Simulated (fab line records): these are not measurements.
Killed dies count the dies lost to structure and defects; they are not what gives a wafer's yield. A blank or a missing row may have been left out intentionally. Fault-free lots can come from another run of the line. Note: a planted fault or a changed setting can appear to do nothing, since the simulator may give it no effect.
The tool behind it: which one?	flow nand harc	24 lots, 72 wafers sampled, at 6 steps of a route of 1159

## WHAT EACH GAUGE READ, for each wafer
The record lacks any reading of a measuring or inspecting step that a usual standard deviation could be used to judge.

## EACH LOT AND THE TOOL THAT RAN IT (in order: tool; ch and the chambers of the sampled wafers; start)
lot	NHARC_A_STAIRCASE_TRIM_20	NHARC_A_STAIRCASE_ETCH_23	NHARC_A_STAIRCASE_STRIP_175	NHARC_A_STAIRCASE_ETCH_190	NHARC_A_STAIRCASE_TRIM_200	NHARC_A_STAIRCASE_HM_OPEN_460
L074	rie diel-01 ch 0,1, day 10 22:19	rie diel-01 ch 0,2,3, day 10 23:22 or earlier	plasma asher-01 ch 0,1, day 10 23:22	rie diel-01 ch 0,1, no start	rie diel-01 ch 1,2, no start	rie diel-04 ch 0,1, no start
L077	rie diel-01 ch 0,2, day 11 07:41	rie diel-01 ch 0,1, day 11 09:02 or earlier	plasma asher-02 ch 0,1, day 11 09:02	rie diel-04 ch 0,1,2, no start	rie diel-08 ch 0,1,3, no start	rie diel-08 ch 1,2,3, no start
L075	rie diel-01 ch 0,3, day 11 11:50	rie diel-01 ch 1,2, day 11 12:59 or earlier	plasma asher-02 ch 1, day 11 12:59	rie diel-04 ch 1,2,3, no start	rie diel-08 ch 2,3, no start	rie diel-08 ch 0,1, no start
L076	rie diel-08 ch 0,1,3, day 11 14:38	rie diel-08 ch 0,1, day 11 15:43 or earlier	plasma asher-01 ch 0,1, day 11 15:43	rie diel-01 ch 1,2,3, no start	rie diel-08 ch 1,2,3, no start	rie diel-04 ch 1,2, no start
L078	rie diel-01 ch 1,2,3, day 11 15:04	rie diel-01 ch 0,1,3, day 11 16:14 or earlier	plasma asher-02 ch 0,1, day 11 16:14	rie diel-01 ch 2,3, no start	rie diel-01 ch 2,3, no start	rie diel-04 ch 0,1, no start
L080	rie diel-01 ch 0,2,3, day 11 23:29	rie diel-01 ch 1,2,3, day 12 00:40 or earlier	plasma asher-02 ch 0,1, day 12 00:40	rie diel-01 ch 1,2,3, no start	rie diel-01 ch 1,2,3, no start	rie diel-01 ch 1,2,3, no start
L079	rie diel-04 ch 0,1,2, day 12 00:18	rie diel-04 ch 1,2, day 12 01:42 or earlier	plasma asher-01 ch 0,1, day 12 01:42	rie diel-08 ch 0,3, no start	rie diel-01 ch 1,2,3, no start	rie diel-08 ch 2,3, no start
L082	rie diel-01 ch 1,3, day 12 14:38	rie diel-01 ch 0,1,3, day 12 16:03 or earlier	plasma asher-02 ch 0,1, day 12 16:03	rie diel-04 ch 0,2, no start	rie diel-08 ch 1,2,3, no start	rie diel-01 ch 0,1,2, no start
L081	rie diel-01 ch 0,2,3, day 12 15:38	rie diel-01 ch 1,2,3, day 12 16:44 or earlier	plasma asher-02 ch 0,1, day 12 16:44	rie diel-04 ch 0,1, no start	rie diel-04 ch 0,1, no start	rie diel-08 ch 0,1,2, no start
L084	rie diel-08 ch 0,1,3, day 13 03:27	rie diel-08 ch 0,1,2, day 13 04:29 or earlier	plasma asher-01 ch 0,1, day 13 04:29	rie diel-08 ch 0,2, no start	rie diel-01 ch 0,2, no start	rie diel-01 ch 0,1, no start
L083	rie diel-08 ch 0,1, day 13 07:25	rie diel-08 ch 0,2,3, day 13 09:02 or earlier	plasma asher-02 ch 0,1, day 13 09:02	rie diel-01 ch 1,2,3, no start	rie diel-01 ch 1,2, no start	rie diel-04 ch 0,3, no start
L087	rie diel-01 ch 0,1,3, day 14 01:12	rie diel-01 ch 1,3, day 14 02:18 or earlier	plasma asher-02 ch 0,1, day 14 02:18	rie diel-08 ch 1,2, no start	rie diel-04 ch 1,3, no start	rie diel-08 ch 1,2,3, no start
L086	rie diel-04 ch 0,1,3, day 14 08:31	rie diel-04 ch 0,2,3, day 14 09:37 or earlier	plasma asher-02 ch 0,1, day 14 09:37	rie diel-04 ch 0,1,3, no start	rie diel-04 ch 0,1,2, no start	rie diel-04 ch 0,1,2, no start
L085	rie diel-08 ch 0,3, day 14 08:33	rie diel-08 ch 0,1,2, day 14 09:56 or earlier	plasma asher-01 ch 0,1, day 14 09:56	rie diel-08 ch 0,1,2, no start	rie diel-01 ch 1,3, no start	rie diel-01 ch 2,3, no start
L088	rie diel-08 ch 0,1,3, day 14 09:02	rie diel-08 ch 1,2,3, day 14 10:17 or earlier	plasma asher-02 ch 0,1, day 14 10:17	rie diel-08 ch 0,3, no start	rie diel-04 ch 0,1, no start	rie diel-08 ch 0,1, no start
L089	rie diel-08 ch 1,2,3, day 14 12:08	rie diel-08 ch 0,3, day 14 13:44 or earlier	plasma asher-02 ch 0,1, day 14 13:44	rie diel-04 ch 1,2, no start	rie diel-04 ch 0,2,3, no start	rie diel-04 ch 0,1,3, no start
L090	rie diel-08 ch 1,2, day 14 20:39	rie diel-08 ch 0,1,2, day 14 21:46 or earlier	plasma asher-02 ch 0,1, day 14 21:46	rie diel-01 ch 0,1,2, no start	rie diel-01 ch 0,2, no start	rie diel-04 ch 0,1, no start
L091	rie diel-04 ch 1,2,3, day 14 23:41	rie diel-04 ch 0,2,3, day 15 01:20 or earlier	plasma asher-02 ch 1, day 15 01:20	rie diel-04 ch 1,3, no start	rie diel-01 ch 1,2,3, no start	rie diel-01 ch 1,3, no start
L092	rie diel-08 ch 0,2,3, day 15 00:06	rie diel-08 ch 0,1, day 15 01:29 or earlier	plasma asher-01 ch 0,1, day 15 01:29	rie diel-08 ch 0,1,2, no start	rie diel-01 ch 1,2, no start	rie diel-08 ch 0,2, no start
L093	rie diel-04 ch 0,1,3, day 15 15:13	rie diel-04 ch 0,1,3, day 15 16:20 or earlier	plasma asher-01 ch 0,1, day 15 16:20	rie diel-04 ch 0,2,3, no start	rie diel-08 ch 2,3, no start	rie diel-08 ch 1,2,3, no start
L094	rie diel-08 ch 0,2,3, day 15 18:54	rie diel-08 ch 0,2,3, day 15 20:27 or earlier	plasma asher-02 ch 0,1, day 15 20:27	rie diel-01 ch 0,1, no start	rie diel-01 ch 2,3, no start	rie diel-01 ch 0,1,3, no start
L095	rie diel-01 ch 2,3, day 15 21:54	rie diel-01 ch 1,2,3, day 15 23:08 or earlier	plasma asher-01 ch 0,1, day 15 23:08	rie diel-04 ch 0,1,2, no start	rie diel-01 ch 1,2, no start	rie diel-08 ch 0,3, no start
L097	rie diel-04 ch 0,1,2, day 16 14:31	rie diel-04 ch 0,2,3, day 16 15:39 or earlier	plasma asher-01 ch 0,1, day 16 15:39	rie diel-01 ch 1,2, no start	rie diel-08 ch 1,3, no start	rie diel-01 ch 0,1,3, no start
L096	rie diel-04 ch 0,1,3, day 16 22:28	rie diel-04 ch 0,2,3, day 17 00:01 or earlier	plasma asher-02 ch 0,1, day 17 00:01	rie diel-08 ch 0,2,3, no start	rie diel-01 ch 0,1,2, no start	rie diel-08 ch 0,1,3, no start
- NHARC_A_STAIRCASE_TRIM_20: chemistry O2, time 211.2 s.
- NHARC_A_STAIRCASE_ETCH_23: etches the open film in C4F8/O2, target depth 100 nm, time 40.5 s.
- NHARC_A_STAIRCASE_STRIP_175: strips in O2.
- NHARC_A_STAIRCASE_ETCH_190: etches the open film in C4F8/O2, target depth 100 nm, time 40.5 s.
- NHARC_A_STAIRCASE_TRIM_200: chemistry O2, time 211.2 s.
- NHARC_A_STAIRCASE_HM_OPEN_460: chemistry O2/COS.

## AS READ BY THE TOOLS THEMSELVES (means over the sampled wafers that have a number; for cases with no such wafer, the mark the record gives instead)
NHARC_A_STAIRCASE_TRIM_20. Usual: drypump motor current A 5.6 A, standard deviation 0.51; oes product au 0.999 a.u., standard deviation 0.0076; rf vpp V 57.7 V, standard deviation 0.92; showerhead plenum p Torr 3.49 Torr, standard deviation 0.16; throttle valve pct 17.035 %, standard deviation 0.0082.
lot	tool	drypump motor current A (A)	oes product au (a.u.)	rf vpp V (V)	showerhead plenum p Torr (Torr)	throttle valve pct (%)	flag
L074	rie diel-01	5.6	0.997	57.2	3.46	17.040	
L077	rie diel-01	5.1	0.997	58.0	3.62	17.033	
L075	rie diel-01	5.6	0.999	58.7	3.68	17.041	
L076	rie diel-08	5.9	0.998	57.1	3.35	17.038	
L078	rie diel-01	5.2	0.987	57.9	3.54	17.032	
L080	rie diel-01	5.3	0.996	58.1	3.64	17.034	
L079	rie diel-04	5.5	0.996	57.8	3.54	17.035	
L082	rie diel-01	5.4	0.993	57.8	3.45	17.022	
L081	rie diel-01	5.3	0.994	58.4	3.64	17.037	
L084	rie diel-08	5.9	1.006	57.3	3.34	17.035	
L083	rie diel-08	6.2	0.997	57.3	3.38	17.039	
L087	rie diel-01	5.5	0.992	57.9	3.56	17.027	
L086	rie diel-04	5.9	1.003	59.3	3.49	17.034	
L085	rie diel-08	5.8	0.992	56.2	3.30	17.045	
L088	rie diel-08	5.9	0.997	57.5	3.34	17.035	
L089	rie diel-08	5.7	1.001	58.7	3.49	17.032	
L090	rie diel-08	5.6	1.007	58.2	3.64	17.044	
L091	rie diel-04	5.7	1.002	57.4	3.45	17.033	
L092	rie diel-08	5.5	1.010	57.8	3.45	17.038	
L093	rie diel-04	5.9	1.008	57.0	3.48	17.039	
L094	rie diel-08	5.5	1.001	57.7	3.45	17.030	
L095	rie diel-01	5.1	1.006	57.8	3.64	17.037	
L097	rie diel-04	5.5	1.002	57.5	3.52	17.027	
L096	rie diel-04	5.9	1.003	57.8	3.48	17.040	

NHARC_A_STAIRCASE_ETCH_23. Usual: oes product au 0.943 a.u., standard deviation 0.011; rf vpp V 895 V, standard deviation 5.7.
lot	tool	oes product au (a.u.)	rf vpp V (V)	flag
L074	rie diel-01	0.955	901	
L077	rie diel-01	0.930	898	
L075	rie diel-01	0.954	892	
L076	rie diel-08	0.946	890	
L078	rie diel-01	0.943	898	
L080	rie diel-01	0.944	896	
L079	rie diel-04	0.946	896	
L082	rie diel-01	0.932	897	
L081	rie diel-01	0.955	896	
L084	rie diel-08	0.945	896	
L083	rie diel-08	0.928	893	
L087	rie diel-01	0.940	893	
L086	rie diel-04	0.957	895	
L085	rie diel-08	0.938	894	
L088	rie diel-08	0.946	895	
L089	rie diel-08	0.921	887	
L090	rie diel-08	0.938	895	
L091	rie diel-04	0.948	894	
L092	rie diel-08	0.948	890	
L093	rie diel-04	0.958	895	
L094	rie diel-08	0.946	893	
L095	rie diel-01	0.941	896	
L097	rie diel-04	0.951	895	
L096	rie diel-04	0.950	894	

NHARC_A_STAIRCASE_STRIP_175. Usual: drypump motor current A 5.8 A, standard deviation 0.46; heater power w 345 W, standard deviation 27.
lot	tool	drypump motor current A (A)	heater power w (W)	flag
L074	plasma asher-01	6.0	312	
L077	plasma asher-02	5.6	352	
L075	plasma asher-02	5.3	380	
L076	plasma asher-01	6.3	324	
L078	plasma asher-02	5.6	350	
L080	plasma asher-02	5.6	356	
L079	plasma asher-01	6.1	310	
L082	plasma asher-02	5.5	363	
L081	plasma asher-02	5.6	352	
L084	plasma asher-01	6.1	326	
L083	plasma asher-02	5.7	349	
L087	plasma asher-02	5.6	352	
L086	plasma asher-02	5.5	365	
L085	plasma asher-01	6.4	322	
L088	plasma asher-02	5.5	370	
L089	plasma asher-02	5.7	350	
L090	plasma asher-02	5.6	354	
L091	plasma asher-02	5.3	387	
L092	plasma asher-01	6.0	326	
L093	plasma asher-01	6.0	325	
L094	plasma asher-02	5.5	370	
L095	plasma asher-01	6.3	324	
L097	plasma asher-01	6.4	324	
L096	plasma asher-02	5.6	352	

NHARC_A_STAIRCASE_ETCH_190. Usual: oes product au 0.937 a.u., standard deviation 0.01; rf vpp V 895 V, standard deviation 5.3.
lot	tool	oes product au (a.u.)	rf vpp V (V)	flag
L074	rie diel-01	0.938	897	
L077	rie diel-04	0.938	896	
L075	rie diel-04	0.932	893	
L076	rie diel-01	0.934	896	
L078	rie diel-01	0.928	898	
L080	rie diel-01	0.936	896	
L079	rie diel-08	0.958	888	
L082	rie diel-04	0.923	897	
L081	rie diel-04	0.930	896	
L084	rie diel-08	0.933	900	
L083	rie diel-01	0.934	895	
L087	rie diel-08	0.948	900	
L086	rie diel-04	0.943	895	
L085	rie diel-08	0.928	895	
L088	rie diel-08	0.927	888	
L089	rie diel-04	0.941	895	
L090	rie diel-01	0.942	896	
L091	rie diel-04	0.951	892	
L092	rie diel-08	0.940	895	
L093	rie diel-04	0.949	895	
L094	rie diel-01	0.931	896	
L095	rie diel-04	0.946	896	
L097	rie diel-01	0.949	892	
L096	rie diel-08	0.936	892	

NHARC_A_STAIRCASE_TRIM_200. Usual: drypump motor current A 5.5 A, standard deviation 0.47; oes product au 0.998 a.u., standard deviation 0.0071; rf vpp V 57.8 V, standard deviation 0.84; showerhead plenum p Torr 3.51 Torr, standard deviation 0.15; throttle valve pct 17.036 %, standard deviation 0.0098.
lot	tool	drypump motor current A (A)	oes product au (a.u.)	rf vpp V (V)	showerhead plenum p Torr (Torr)	throttle valve pct (%)	flag
L074	rie diel-01	5.3	0.992	57.6	3.43	17.047	
L077	rie diel-08	5.9	1.005	57.8	3.35	17.037	
L075	rie diel-08	5.4	0.999	58.1	3.46	17.029	
L076	rie diel-08	5.7	0.999	58.4	3.50	17.032	
L078	rie diel-01	4.9	1.001	57.8	3.61	17.034	
L080	rie diel-01	5.2	0.995	57.3	3.53	17.042	
L079	rie diel-01	5.2	0.997	58.3	3.53	17.033	
L082	rie diel-08	5.7	0.997	58.8	3.50	17.032	
L081	rie diel-04	5.6	0.996	57.7	3.57	17.033	
L084	rie diel-01	5.1	1.000	58.3	3.61	17.036	
L083	rie diel-01	5.0	0.988	57.6	3.49	17.027	
L087	rie diel-04	5.6	1.000	57.2	3.45	17.042	
L086	rie diel-04	5.4	1.002	57.3	3.53	17.040	
L085	rie diel-01	5.2	1.005	57.4	3.56	17.038	
L088	rie diel-04	5.3	0.999	57.2	3.53	17.036	
L089	rie diel-04	6.0	0.996	57.9	3.49	17.034	
L090	rie diel-01	5.1	1.004	57.7	3.60	17.043	
L091	rie diel-01	5.2	1.008	57.8	3.52	17.034	
L092	rie diel-01	5.3	0.998	57.3	3.41	17.033	
L093	rie diel-08	5.4	0.999	57.3	3.45	17.034	
L094	rie diel-01	5.1	0.997	57.2	3.64	17.037	
L095	rie diel-01	5.0	0.986	57.6	3.48	17.037	
L097	rie diel-08	6.1	1.005	58.1	3.37	17.044	
L096	rie diel-01	5.4	0.997	58.5	3.51	17.027	

NHARC_A_STAIRCASE_HM_OPEN_460. Usual: drypump motor current A 5.6 A, standard deviation 0.49; oes product au 0.997 a.u., standard deviation 0.0071; rf vpp V 467 V, standard deviation 3.2; showerhead plenum p Torr 3.10 Torr, standard deviation 0.14; throttle valve pct 28.331 %, standard deviation 0.0093.
lot	tool	drypump motor current A (A)	oes product au (a.u.)	rf vpp V (V)	showerhead plenum p Torr (Torr)	throttle valve pct (%)	flag
L074	rie diel-04	5.3	0.988	468	3.13	28.334	
L077	rie diel-08	5.7	1.000	467	3.10	28.330	
L075	rie diel-08	6.2	0.990	464	3.00	28.330	
L076	rie diel-04	5.3	0.992	467	3.10	28.324	
L078	rie diel-04	5.3	0.997	467	3.13	28.337	
L080	rie diel-01	5.2	1.000	467	3.13	28.333	
L079	rie diel-08	5.3	0.996	469	3.20	28.329	
L082	rie diel-01	5.4	0.993	467	3.12	28.334	
L081	rie diel-08	5.8	0.995	467	3.10	28.320	
L084	rie diel-01	5.7	0.994	468	3.15	28.331	
L083	rie diel-04	6.4	0.994	466	3.06	28.330	
L087	rie diel-08	5.7	1.000	466	3.09	28.336	
L086	rie diel-04	5.4	0.994	467	3.12	28.339	
L085	rie diel-01	5.1	1.000	469	3.22	28.336	
L088	rie diel-08	6.2	0.995	465	2.99	28.334	
L089	rie diel-04	5.9	1.006	466	3.08	28.329	
L090	rie diel-04	5.3	1.001	468	3.12	28.335	
L091	rie diel-01	5.4	0.996	466	3.04	28.322	
L092	rie diel-08	5.7	0.998	465	3.05	28.338	
L093	rie diel-08	5.7	1.000	466	3.08	28.325	
L094	rie diel-01	5.5	0.990	468	3.14	28.329	
L095	rie diel-08	5.8	0.997	462	2.91	28.329	
L097	rie diel-01	5.5	1.000	467	3.14	28.326	
L096	rie diel-08	5.9	0.998	463	2.94	28.335	

## THE ANSWER, worked out from the rows above alone
Rule: a lot is off if the mean of its wafers that have a number lies more than 3 standard deviations from the usual mean. A lot without any number at a reading at which 4 lots or more have one is off too. All remaining lots with rows at the step are treated as sound. The gauges are gone through in route order, then the tools' own readings, and for those a lot's mean is taken as printed above. The first step at which some lot is off is used, and at that step the reading that is off furthest; a lot without a number counts as furthest.
Across all readings shown, no lot is off: no conclusion can be drawn from this.

## WHAT THE SIMULATOR HAD INSERTED
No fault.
